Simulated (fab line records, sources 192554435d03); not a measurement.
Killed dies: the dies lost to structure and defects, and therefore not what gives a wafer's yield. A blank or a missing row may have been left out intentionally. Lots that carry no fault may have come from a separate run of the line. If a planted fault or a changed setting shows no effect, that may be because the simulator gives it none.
fab line records -- flow n5Finfet
[record] lots = 7, wafers = 39
route steps=1938 shown BEOL_M5@1160 BEOL_M6@1253 BEOL_M10@1488 BEOL_M11@1592
startH: start of the lot's first displayed wafer, in hours after the record's first day -- waitH: hours from the lot's prior step to this one -- " unchanged from the row above -- L1.1+2: a single row standing in for several wafers -- - either no value or no given start -- * or withheld: withheld -- < > ~ a bound
route shown NAME@n: names a module that has steps shown in the file, with the first one's number in the route -- usual: the fault-free wafers' mean and standard deviation -- same: alike in all rows -- chamber/n: place in a boat -- sites: the reading at each site -- _std_site: the values' standard deviation -- _edge_site: mean of outer sites minus mean of inner sites -- radiusMm: how far each site lies from the wafer's centre -- mask NAME#n: copy n -- behind: the last tool/chamber to shape the wafer -- hold: why the lot was held/for how many hours/how that ended -- device: the n, p or np transistor that did not switch -- end of line: tests run on the same wafers once the route is complete -- a step with no rows: only its recipe -- killed: the dies lost at the first sort to structure and to defects; this is not the yield of the wafer -- map: a wafer's dies, marking killed ones x, the rest . and places with no die _
set.NAME: the run value of the setting; set.NAME@STEP: its run value at that earlier step -- model.NAME: the simulator's own value behind a step, which no gauge read
one table per step and one row per wafer, for lots whose settings were changed on purpose
[[steps]]
[step N5_BEOL_M5_TRENCH_ETCH_37]
[recipe] chemistry = C4F6/O2, targetDepthA = 716.52, target = SiCOH_lowk, timeS = 24.7, ionEnergyEv = 250, pressureMtorr = 30, sourceW = 345, biasW = 185, Ar_flow_sccm = 300, C4F6_flow_sccm = 10, O2_flow_sccm = 10
lot.wafer,tool,chamber,startH,waitH,set.targetDepthA,model.BEOL_M5.featureDepthNm,model.etch.depthNm,model.TiN_of_BEOL_M5_HM_DEP_02.thkNm
L075.1,rieDiel-03,3,-,-,716.52,73.4,73.43,17.8
L075.2,rieDiel-03,0,-,-,716.52,71,71.05,17.8
L075.6,rieDiel-03,3,-,-,716.52,74,73.96,17.6
L082.1,rieDiel-04,3,-,-,716.52,69.6,69.52,18.2
L082.2,rieDiel-04,0,-,-,1056,105.8,105.8,17
L082.3,rieDiel-04,2,-,-,1056,106.2,106.3,16.8
L082.4,rieDiel-04,1,-,-,1056,103,103,16.8
L082.5,rieDiel-04,3,-,-,716.52,70.4,70.37,18
L082.6,rieDiel-04,2,-,-,716.52,71.8,71.79,17.8
L091.1,rieDiel-04,3,-,-,716.52,72.6,72.56,18.4
L091.2,rieDiel-04,0,-,-,716.52,72.8,72.82,17.8
L091.3,rieDiel-04,2,-,-,1000,102,101.9,17.2
L091.4,rieDiel-04,1,-,-,716.52,70.4,70.33,18
L091.5,rieDiel-04,1,-,-,1000,97.8,97.87,17.2
L091.6,rieDiel-04,0,-,-,1000,101.8,101.7,17.4
L088.1,rieDiel-04,2,-,-,716.52,73,73.06,17.6
L088.2,rieDiel-04,0,-,-,943.8,95.8,95.72,17.2
L088.3,rieDiel-04,1,-,-,716.52,69.4,69.31,18.2
L088.4,rieDiel-04,0,-,-,943.8,95,94.98,17.4
L088.5,rieDiel-04,1,-,-,943.8,91.8,91.76,17.4
L088.6,rieDiel-04,2,-,-,716.52,73,73.03,17.8
L092.1,rieDiel-04,2,-,-,716.52,73,73.06,17.8
L092.2,rieDiel-04,1,-,-,716.52,69.6,69.59,18
L092.3,rieDiel-04,0,-,-,549.6,55.6,55.59,18.4
L092.4,rieDiel-04,2,-,-,716.52,73,73.04,17.8
L092.5,rieDiel-04,0,-,-,549.6,56,56.03,18.2
L092.6,rieDiel-04,1,-,-,549.6,53.2,53.18,18.6
L094.1,rieDiel-05,2,-,-,716.52,69.2,69.22,18
L094.2,rieDiel-05,1,-,-,840.3,79,79.06,17.8
L094.3,rieDiel-05,0,-,-,840.3,81.8,81.78,17.4
L094.4,rieDiel-05,3,-,-,716.52,69.8,69.82,18
L094.5,rieDiel-05,3,-,-,716.52,69.8,69.8,18
L094.6,rieDiel-05,0,-,-,840.3,82.2,82.19,17.6
L097.1,rieDiel-04,1,-,-,716.52,69.6,69.69,18.2
L097.2,rieDiel-04,0,-,-,716.52,73,73.07,17.8
L097.3,rieDiel-04,3,-,-,716.52,72.4,72.43,17.6
L097.4,rieDiel-04,2,-,-,1001,101.6,101.5,17.2
L097.5,rieDiel-04,2,-,-,1001,101,101,17
L097.6,rieDiel-04,3,-,-,1001,101.6,101.7,17.2
[step N5_BEOL_M5_ETCH_41]
[recipe] chemistry = CH3F/O2, target = SiCN, targetDepthA = 315, taperDeg = 2, timeS = 56.7, ionEnergyEv = 120, maskMaterial = TiN, pressureMtorr = 30, sourceW = 395, biasW = 75, Ar_flow_sccm = 150, CH3F_flow_sccm = 30, O2_flow_sccm = 20
[step N5_BEOL_M5_STRIP_91]
[recipe] chemistry = N2/H2, timeS = 10, powerW = 450, tempC = 40, pressureMtorr = 20, rfFrequencyHz = 6e+07, biasPowerW = 7, n2FlowSccm = 200, h2FlowSccm = 200
[step N5_BEOL_M5_OCD_MEAS_38]
[usual] trenchDepthNm = 71.5/1.6
lot.wafer,tool,chamber,startH,waitH,set.targetDepthA@BEOL_M5_TRENCH_ETCH_37,trenchDepthNm
L075.1,ocd-01,-,180.95,-,716.52,73.8
L075.2,ocd-01,-,180.95,-,716.52,70.5
L075.6,ocd-01,-,180.95,-,716.52,74.3
L082.1,ocd-02,-,228.43,-,716.52,69.6
L082.2,ocd-02,-,228.43,-,1056,105.7
L082.3,ocd-02,-,228.43,-,1056,105.9
L082.4,ocd-02,-,228.43,-,1056,103.4
L082.5,ocd-02,-,228.43,-,716.52,70.8
L082.6,ocd-02,-,228.43,-,716.52,71.5
L091.1,ocd-01,-,277.88,-,716.52,72.7
L091.2,ocd-01,-,277.88,-,716.52,73.0
L091.3,ocd-01,-,277.88,-,1000,102.1
L091.4,ocd-01,-,277.88,-,716.52,70.2
L091.5,ocd-01,-,277.88,-,1000,97.9
L091.6,ocd-01,-,277.88,-,1000,101.5
L088.1,ocd-01,-,286.86,-,716.52,72.7
L088.2,ocd-01,-,286.86,-,943.8,95.9
L088.3,ocd-01,-,286.86,-,716.52,68.9
L088.4,ocd-01,-,286.86,-,943.8,94.5
L088.5,ocd-01,-,286.86,-,943.8,92.1
L088.6,ocd-01,-,286.86,-,716.52,72.8
L092.1,ocd-01,-,290.27,-,716.52,73.5
L092.2,ocd-01,-,290.27,-,716.52,69.5
L092.3,ocd-01,-,290.27,-,549.6,56.4
L092.4,ocd-01,-,290.27,-,716.52,73.3
L092.5,ocd-01,-,290.27,-,549.6,56.2
L092.6,ocd-01,-,290.27,-,549.6,53.4
L094.1,ocd-01,-,310.31,-,716.52,69.4
L094.2,ocd-01,-,310.31,-,840.3,79.0
L094.3,ocd-01,-,310.31,-,840.3,81.8
L094.4,ocd-01,-,310.31,-,716.52,69.7
L094.5,ocd-01,-,310.31,-,716.52,69.8
L094.6,ocd-01,-,310.31,-,840.3,82.3
L097.1,ocd-01,-,347.16,-,716.52,69.6
L097.2,ocd-01,-,347.16,-,716.52,73.2
L097.3,ocd-01,-,347.16,-,716.52,72.5
L097.4,ocd-01,-,347.16,-,1001,101.9
L097.5,ocd-01,-,347.16,-,1001,100.9
L097.6,ocd-01,-,347.16,-,1001,101.2
[step N5_BEOL_M5_HM_STRIP_39]
[recipe] chemistry = peroxideTinStrip, material = TiN, targetDepthA = 250, tempC = 50, timeS = 158
[step N5_BEOL_M5_SRD_40]
[recipe] timeS = 30, tempC = 23, rinseLiquid = diw, dry = ipaMarangoni
[step N5_BEOL_M5_ECD_50]
[recipe] material = Cu, targetThkA = 3000
[step N5_BEOL_M5_ANNEAL_51]
[recipe] tempC = 225, timeS = 90, ambient = N2
[step N5_BEOL_M5_CMP_52]
[recipe] stopOn = SiCOH_lowk, tOverpolishS = 6.9, downForcePsi = 1, platenRpm = 50, clearingPlatenDownForcePsi = 1.5, clearingPlatenRpm = 50, postCmpClean = cuAlkaline, targetThkNm = 62, clearingPlatenPadVelocityMS = 0.99484, padVelocityMS = 0.99484
lot.wafer,tool,chamber,startH,waitH,set.targetDepthA@BEOL_M5_TRENCH_ETCH_37,model.Cu_of_BEOL_M5_ECD_50.thkNm
L075.1,cmp-01,0,187.06,0.3,716.52,63.2
L075.2,cmp-01,1,187.06,0.3,716.52,59.8
L075.6,cmp-01,1,187.06,0.3,716.52,64.2
L082.1+5,cmp-01,"1,2",234.98,0.3,716.52,60.4
L082.2,cmp-01,2,234.98,0.3,1056,95.2
L082.3,cmp-01,3,234.98,0.3,1056,97.8
L082.4,cmp-01,0,234.98,0.3,1056,93.6
L082.6,cmp-01,1,234.98,0.3,716.52,62.2
L091.2+1,cmp-02,"0,1",285.56,0.2,716.52,61.4
L091.4,cmp-02,2,285.56,0.2,716.52,60.4
L091.3,cmp-02,3,285.56,0.2,1000,91.2
L091.6,cmp-02,0,285.56,0.2,1000,91.4
L091.5,cmp-02,1,285.56,0.2,1000,87.6
L088.4,cmp-01,1,294.49,0.1,943.8,85.6
L088.2,cmp-01,2,294.49,0.1,943.8,85
L088.3,cmp-01,3,294.49,0.1,716.52,62.6
L088.1,cmp-01,0,294.49,0.1,716.52,64
L088.5,cmp-01,1,294.49,0.1,943.8,82.8
L088.6,cmp-01,2,294.49,0.1,716.52,63
L092.2,cmp-03,2,297.36,0.2,716.52,58.8
L092.4,cmp-03,3,297.36,0.2,716.52,62.6
L092.3,cmp-03,0,297.36,0.2,549.6,46.6
L092.1,cmp-03,1,297.36,0.2,716.52,64
L092.6,cmp-03,2,297.36,0.2,549.6,43.2
L092.5,cmp-03,3,297.36,0.2,549.6,47.6
L094.2,cmp-03,3,316.61,0.2,840.3,70.6
L094.1,cmp-03,0,316.61,0.2,716.52,59.6
L094.3,cmp-03,1,316.61,0.2,840.3,73.4
L094.4,cmp-03,2,316.61,0.2,716.52,61
L094.6,cmp-03,3,316.61,0.2,840.3,72.6
L094.5,cmp-03,0,316.61,0.2,716.52,60.2
L097.3,cmp-03,0,355.23,0.2,716.52,62.6
L097.1,cmp-03,1,355.23,0.2,716.52,59.2
L097.4,cmp-03,2,355.23,0.2,1001,91.4
L097.2,cmp-03,3,355.23,0.2,716.52,63.8
L097.6,cmp-03,0,355.23,0.2,1001,92.8
L097.5,cmp-03,1,355.23,0.2,1001,92.2
[step N5_BEOL_M5_THK_MEAS_53]
[recipe] thkMeasGauge = xrf, reads = Cu_of_BEOL_M5_ECD_50
[usual] M5_THK = 61.6/1.9
lot.wafer,tool,chamber,startH,waitH,set.targetDepthA@BEOL_M5_TRENCH_ETCH_37,M5_THK[nm]
L075.1,filmMetro-02,-,187.35,-,716.52,63.1
L075.2,filmMetro-02,-,187.35,-,716.52,60.0
L075.6,filmMetro-02,-,187.35,-,716.52,64.0
L082.1,filmMetro-02,-,235.27,-,716.52,60.2
L082.2,filmMetro-02,-,235.27,-,1056,94.6
L082.3,filmMetro-02,-,235.27,-,1056,97.7
L082.4,filmMetro-02,-,235.27,-,1056,93.3
L082.5,filmMetro-02,-,235.27,-,716.52,60.5
L082.6,filmMetro-02,-,235.27,-,716.52,62.1
L091.1,filmMetro-01,-,285.86,-,716.52,61.7
L091.2,filmMetro-01,-,285.86,-,716.52,61.6
L091.3,filmMetro-01,-,285.86,-,1000,91.3
L091.4,filmMetro-01,-,285.86,-,716.52,60.8
L091.5,filmMetro-01,-,285.86,-,1000,87.9
L091.6,filmMetro-01,-,285.86,-,1000,91.5
L088.1,filmMetro-02,-,294.78,-,716.52,64.5
L088.2,filmMetro-02,-,294.78,-,943.8,85.6
L088.3,filmMetro-02,-,294.78,-,716.52,63.1
L088.4,filmMetro-02,-,294.78,-,943.8,86.0
L088.5,filmMetro-02,-,294.78,-,943.8,83.2
L088.6,filmMetro-02,-,294.78,-,716.52,63.1
L092.1,filmMetro-01,-,297.65,-,716.52,64.2
L092.2,filmMetro-01,-,297.65,-,716.52,58.7
L092.3,filmMetro-01,-,297.65,-,549.6,46.3
L092.4,filmMetro-01,-,297.65,-,716.52,62.7
L092.5,filmMetro-01,-,297.65,-,549.6,47.5
L092.6,filmMetro-01,-,297.65,-,549.6,43.3
L094.1,filmMetro-02,-,316.90,-,716.52,59.4
L094.2,filmMetro-02,-,316.90,-,840.3,70.4
L094.3,filmMetro-02,-,316.90,-,840.3,73.3
L094.4,filmMetro-02,-,316.90,-,716.52,61.1
L094.5,filmMetro-02,-,316.90,-,716.52,60.2
L094.6,filmMetro-02,-,316.90,-,840.3,72.6
L097.1,filmMetro-01,-,355.52,-,716.52,58.1
L097.2,filmMetro-01,-,355.52,-,716.52,62.9
L097.3,filmMetro-01,-,355.52,-,716.52,61.4
L097.4,filmMetro-01,-,355.52,-,1001,89.5
L097.5,filmMetro-01,-,355.52,-,1001,90.4
L097.6,filmMetro-01,-,355.52,-,1001,90.8
[step N5_BEOL_M5_PRE_CLEAN_77]
[recipe] gas = NH3/H2, timeS = 15, tempC = *, rfPowerW = 300
[step N5_BEOL_M5_CO_CAP_78]
[recipe] material = Co, targetThkA = 20, tempC = 200, precursor = CCTBA/H2, pressureTorr = 30, timeS = 102.1
[step N5_BEOL_M5_PRE_CLEAN_55]
[recipe] gas = NH3, timeS = 15, tempC = withheld, rfPowerW = 300
[step N5_BEOL_M5_DEP_56]
[recipe] material = SiCN, targetThkA = 80, tempC = withheld, precursor = 3MS/NH3, pressureTorr = 3, rfW = 202, timeS = 14
[step N5_BEOL_M5_RS_MEAS_57]
[recipe] thkMeasGauge = four-point-probe, reads = Co_of_BEOL_M5_CO_CAP_78+Cu_of_BEOL_M5_ECD_50+Co_of_BEOL_M5_CVD_47+TaN_of_BEOL_M5_ALD_86
[usual] M5_RS = 0.389/0.015
lot.wafer,tool,chamber,startH,waitH,set.targetDepthA@BEOL_M5_TRENCH_ETCH_37,M5_RS[ohm/sq]
L075.1,filmMetro-01,-,187.61,0.0,716.52,0.379
L075.2,filmMetro-01,-,187.61,0.0,716.52,0.404
L075.6,filmMetro-01,-,187.61,0.0,716.52,0.371
L082.1,filmMetro-01,-,235.53,0.0,716.52,0.401
L082.2,filmMetro-01,-,235.53,0.0,1056,0.234
L082.3,filmMetro-01,-,235.53,0.0,1056,0.226
L082.4,filmMetro-01,-,235.53,0.0,1056,0.239
L082.5,filmMetro-01,-,235.53,0.0,716.52,0.401
L082.6,filmMetro-01,-,235.53,0.0,716.52,0.386
L091.1,filmMetro-02,-,286.12,0.0,716.52,0.392
L091.2,filmMetro-02,-,286.12,0.0,716.52,0.392
L091.3,filmMetro-02,-,286.12,0.0,1000,0.245
L091.4,filmMetro-02,-,286.12,0.0,716.52,0.399
L091.5,filmMetro-02,-,286.12,0.0,1000,0.257
L091.6,filmMetro-02,-,286.12,0.0,1000,0.244
L088.1,filmMetro-01,-,295.07,0.1,716.52,0.373
L088.2,filmMetro-01,-,295.07,0.1,943.8,0.267
L088.3,filmMetro-01,-,295.07,0.1,716.52,0.383
L088.4,filmMetro-01,-,295.07,0.1,943.8,0.264
L088.5,filmMetro-01,-,295.07,0.1,943.8,0.274
L088.6,filmMetro-01,-,295.07,0.1,716.52,0.380
L092.1,filmMetro-01,-,297.94,0.1,716.52,0.373
L092.2,filmMetro-01,-,297.94,0.1,716.52,0.414
L092.3,filmMetro-01,-,297.94,0.1,549.6,0.553
L092.4,filmMetro-01,-,297.94,0.1,716.52,0.383
L092.5,filmMetro-01,-,297.94,0.1,549.6,0.537
L092.6,filmMetro-01,-,297.94,0.1,549.6,0.609
L094.1,filmMetro-01,-,317.16,0.0,716.52,0.406
L094.2,filmMetro-01,-,317.16,0.0,840.3,0.332
L094.3,filmMetro-01,-,317.16,0.0,840.3,0.316
L094.4,filmMetro-01,-,317.16,0.0,716.52,0.395
L094.5,filmMetro-01,-,317.16,0.0,716.52,0.401
L094.6,filmMetro-01,-,317.16,0.0,840.3,0.321
L097.1,filmMetro-02,-,355.79,0.0,716.52,0.408
L097.2,filmMetro-02,-,355.79,0.0,716.52,0.375
L097.3,filmMetro-02,-,355.79,0.0,716.52,0.382
L097.4,filmMetro-02,-,355.79,0.0,1001,0.245
L097.5,filmMetro-02,-,355.79,0.0,1001,0.243
L097.6,filmMetro-02,-,355.79,0.0,1001,0.240
[step N5_BEOL_M6_CVD_78]
[recipe] material = Co, targetThkA = 20, tempC = withheld, precursor = CCTBA/H2, pressureTorr = 30, timeS = 142.3
lot.wafer,tool,chamber,startH,waitH,set.targetThkA,model.Co_of_BEOL_M6_CVD_78.thkNm
L075.1+2+6,cvdCo-01,"0,2,1",197.07,0.2,20,2.2
L082.1+3+4,cvdCo-02,"2,0,2",243.54,0.1,10.98,1.2
L082.2+5,cvdCo-02,"1,0",243.54,0.1,20,2.2
L082.6,cvdCo-02,1,243.54,0.1,20,2
L091.1+5,cvdCo-01,2,291.84,0.1,20,2
L091.2,cvdCo-01,1,291.84,0.1,20,2.2
L091.3+4+6,cvdCo-01,"0,1,0",291.84,0.1,30.73,3
L088.1+2,cvdCo-02,"0,2",301.95,0.1,20,2.2
L088.3+4+5,cvdCo-02,"1,0,2",301.95,0.1,25.83,2.6
L088.6,cvdCo-02,1,301.95,0.1,20,2
L092.1+2+3+5+6,cvdCo-01,"2,1,0,2,0",307.53,0.0,20,2
L092.4,cvdCo-01,1,307.53,0.0,20,2.2
L094.1+3+4,cvdCo-02,"0,1,1",323.29,0.4,20,2
L094.2+5+6,cvdCo-02,"2,2,0",323.29,0.4,27.22,2.8
L097.1+5+6,cvdCo-01,"2,1,0",363.41,0.1,20,2
L097.2,cvdCo-01,1,363.41,0.1,13.06,1.4
L097.3+4,cvdCo-01,"0,2",363.41,0.1,13.06,1.2
[step N5_BEOL_M10_ETCH_62]
[recipe] chemistry = N2/H2, target = SOC, targetDepthA = 1100, overetchA = 220, maskMaterial = SiARC, tempC = 40, timeS = 165, ionEnergyEv = 200, pressureMtorr = 30, sourceW = 840, biasW = 150, n2FlowSccm = 200, h2FlowSccm = 200
lot.wafer,tool,chamber,startH,waitH,set.timeS,model.SiARC_of_BEOL_M10_COAT_60.thkNm
L075.1+6,rieDiel-02,"0,3",229.30,0.0,165,23.4
L075.2,rieDiel-02,3,229.30,0.0,165,23.2
L082.1,rieDiel-01,1,273.23,0.0,165,23.6
L082.2,rieDiel-01,2,273.23,0.0,165,23.4
L082.3,rieDiel-01,0,273.23,0.0,165,24.2
L082.4+5+6,rieDiel-01,"3,2,3",273.23,0.0,85.47,26.8
L091.1,rieDiel-06,0,322.46,0.0,165,23.8
L091.2,rieDiel-06,3,322.46,0.0,239.7,20.4
L091.3+4,rieDiel-06,"2,1",322.46,0.0,165,23.6
L091.5,rieDiel-06,3,322.46,0.0,239.7,20.2
L091.6,rieDiel-06,0,322.46,0.0,239.7,21
L088.1+5,rieDiel-06,3,330.79,0.0,165,23.4
L088.2+4,rieDiel-06,"2,1",330.79,0.0,165,23.6
L088.3+6,rieDiel-06,0,330.79,0.0,165,23.8
L092.1,rieDiel-01,1,336.48,0.0,165,23.4
L092.2,rieDiel-01,3,336.48,0.0,165,23.2
L092.3,rieDiel-01,2,336.48,0.0,165,23
L092.4,rieDiel-01,0,336.48,0.0,237.9,21
L092.5,rieDiel-01,3,336.48,0.0,237.9,20.2
L092.6,rieDiel-01,0,336.48,0.0,237.9,21.2
L094.1,rieDiel-06,0,355.82,0.0,165,23.8
L094.2+4+6,rieDiel-06,"2,1,2",355.82,0.0,165,23.6
L094.3+5,rieDiel-06,3,355.82,0.0,165,23.4
L097.1,rieDiel-02,2,391.51,0.0,133.8,25
L097.2+6,rieDiel-02,3,391.51,0.0,133.8,24.8
L097.3,rieDiel-02,0,391.51,0.0,165,23.6
L097.4+5,rieDiel-02,"1,2",391.51,0.0,165,23.8
[step N5_BEOL_M10_STRIP_68]
[recipe] chemistry = N2/H2, tempC = 40, n2FlowSccm = 200, h2FlowSccm = 200, rfFrequencyHz = 6e+07
[step N5_BEOL_M10_STRIP_67]
[recipe] chemistry = CF4, resist = SiARC, powerW = 300, biasPowerW = 75, pressureMtorr = 50, cf4FlowSccm = 150, rfFrequencyHz = 6e+07
[step N5_BEOL_M10_HM_OPEN_17]
[recipe] chemistry = Cl2/BCl3, targetDepthA = 200, overetchA = 60, target = TiN, maskMaterial = SOC, ionEnergyEv = 150, pressureMtorr = 10, icpW = 1000, biasW = 126, Cl2_flow_sccm = 53.25, bcl3FlowSccm = 21.75, Ar_flow_sccm = 25
lot.wafer,tool,chamber,startH,waitH,set.timeS@BEOL_M10_ETCH_62,model.etch.depthNm
L075.1,rieMetal-02,0,229.49,0.0,165,20.12
L075.2,rieMetal-02,1,229.49,0.0,165,20.09
L075.6,rieMetal-02,1,229.49,0.0,165,20.21
L082.1,rieMetal-03,1,273.41,0.0,165,19.94
L082.2,rieMetal-03,1,273.41,0.0,165,19.93
L082.3,rieMetal-03,1,273.41,0.0,165,19.66
L082.4,rieMetal-03,1,273.41,0.0,85.47,19.56
L082.5,rieMetal-03,1,273.41,0.0,85.47,19.68
L082.6,rieMetal-03,1,273.41,0.0,85.47,19.91
L091.1,rieMetal-03,0,322.65,0.0,165,19.76
L091.2,rieMetal-03,1,322.65,0.0,239.7,12.61
L091.3,rieMetal-03,0,322.65,0.0,165,19.67
L091.4,rieMetal-03,1,322.65,0.0,165,19.9
L091.5,rieMetal-03,1,322.65,0.0,239.7,12.37
L091.6,rieMetal-03,0,322.65,0.0,239.7,12.63
L088.1,rieMetal-01,0,330.97,0.0,165,19.8
L088.2,rieMetal-01,1,330.97,0.0,165,19.9
L088.3,rieMetal-01,1,330.97,0.0,165,19.5
L088.4,rieMetal-01,0,330.97,0.0,165,19.65
L088.5,rieMetal-01,0,330.97,0.0,165,19.6
L088.6,rieMetal-01,1,330.97,0.0,165,19.92
L092.1,rieMetal-01,0,336.66,0.0,165,20.18
L092.2,rieMetal-01,0,336.66,0.0,165,20.02
L092.3,rieMetal-01,0,336.66,0.0,165,19.73
L092.4,rieMetal-01,0,336.66,0.0,237.9,13.27
L092.5,rieMetal-01,0,336.66,0.0,237.9,12.49
L092.6,rieMetal-01,0,336.66,0.0,237.9,13.67
L094.1,rieMetal-03,1,356.00,0.0,165,20.21
L094.2,rieMetal-03,0,356.00,0.0,165,19.82
L094.3+4,rieMetal-03,"1,0",356.00,0.0,165,20.06
L094.5,rieMetal-03,0,356.00,0.0,165,20.02
L094.6,rieMetal-03,1,356.00,0.0,165,19.81
L097.1,rieMetal-03,1,391.70,0.0,133.8,20.11
L097.2,rieMetal-03,0,391.70,0.0,133.8,20
L097.3,rieMetal-03,0,391.70,0.0,165,19.73
L097.4,rieMetal-03,1,391.70,0.0,165,19.82
L097.5,rieMetal-03,0,391.70,0.0,165,20.04
L097.6,rieMetal-03,1,391.70,0.0,133.8,19.88
[step N5_BEOL_M11_CVD_75]
[recipe] material = Co, targetThkA = 20, tempC = withheld, precursor = CCTBA/H2, pressureTorr = 30, timeS = 138.9
lot.wafer,tool,chamber,startH,waitH,set.targetThkA,model.Co_of_BEOL_M11_CVD_75.thkNm
L075.1+6,cvdCo-02,"1,0",244.78,0.2,20,1.8
L075.2,cvdCo-02,2,244.78,0.2,20,2
L082.1+5,cvdCo-02,0,287.21,0.1,20,2
L082.2+4,cvdCo-02,1,287.21,0.1,20,1.8
L082.3+6,cvdCo-02,2,287.21,0.1,20,2.2
L091.1+3,cvdCo-02,"2,0",336.46,0.0,20,2
L091.2,cvdCo-02,1,336.46,0.0,20,1.8
L091.4+5+6,cvdCo-02,"0,1,2",336.46,0.0,23.96,2.4
L088.1,cvdCo-01,2,346.96,0.0,12.22,1.2
L088.2,cvdCo-01,0,346.96,0.0,12.22,1.6
L088.3,cvdCo-01,2,346.96,0.0,12.22,1.4
L088.4+5+6,cvdCo-01,"0,0,2",346.96,0.0,20,2.2
L092.1+5,cvdCo-02,"0,2",352.02,0.0,20,2.2
L092.2,cvdCo-02,1,352.02,0.0,14.54,1.4
L092.3+4,cvdCo-02,"2,0",352.02,0.0,14.54,1.6
L092.6,cvdCo-02,1,352.02,0.0,20,1.8
L094.1+4,cvdCo-01,"0,2",366.44,0.0,20,2.2
L094.2+3+5,cvdCo-01,"1,2,1",366.44,0.0,26.64,2.8
L094.6,cvdCo-01,0,366.44,0.0,20,2.4
L097.1+6,cvdCo-01,"2,1",402.98,0.0,20,2.2
L097.2+3+5,cvdCo-01,"1,0,2",402.98,0.0,10.94,1.2
L097.4,cvdCo-01,0,402.98,0.0,20,2.4
[[key]]
[split] step = N5_BEOL_M5_TRENCH_ETCH_37, setting = targetDepthA, stated = 716.52, by = wafer
[response] step = N5_BEOL_M5_TRENCH_ETCH_37, reading = model.BEOL_M5.featureDepthNm, change = +0.725, per = 1%, r = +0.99
[response] step = N5_BEOL_M5_TRENCH_ETCH_37, reading = model.etch.depthNm, change = +0.725, per = 1%, r = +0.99
[response] step = N5_BEOL_M5_TRENCH_ETCH_37, reading = model.TiN_of_BEOL_M5_HM_DEP_02.thkNm, change = -0.0208, per = 1%, r = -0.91
[response] step = N5_BEOL_M5_OCD_MEAS_38, reading = trenchDepthNm, change = +0.724, per = 1%, r = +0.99
[response] step = N5_BEOL_M5_CMP_52, reading = model.Cu_of_BEOL_M5_ECD_50.thkNm, change = +0.724, per = 1%, r = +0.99
[response] step = N5_BEOL_M5_THK_MEAS_53, reading = M5_THK, change = +0.718, per = 1%, r = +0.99
[response] step = N5_BEOL_M5_RS_MEAS_57, reading = M5_RS, change = -0.0039, per = 1%, r = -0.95
[split] step = N5_BEOL_M6_CVD_78, setting = targetThkA, stated = 20, by = wafer
[response] step = N5_BEOL_M6_CVD_78, reading = model.Co_of_BEOL_M6_CVD_78.thkNm, change = +0.0194, per = 1%, r = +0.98
[split] step = N5_BEOL_M10_ETCH_62, setting = timeS, stated = 165, by = wafer
[response] step = N5_BEOL_M10_ETCH_62, reading = model.SiARC_of_BEOL_M10_COAT_60.thkNm, change = -0.0624, per = 1%, r = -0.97
[response] step = N5_BEOL_M10_HM_OPEN_17, reading = model.etch.depthNm, shape = bent, atLowest = 19.72, atStated = 19.89, atHighest = 12.53
[split] step = N5_BEOL_M11_CVD_75, setting = targetThkA, stated = 20, by = wafer
[response] step = N5_BEOL_M11_CVD_75, reading = model.Co_of_BEOL_M11_CVD_75.thkNm, change = +0.0208, per = 1%, r = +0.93
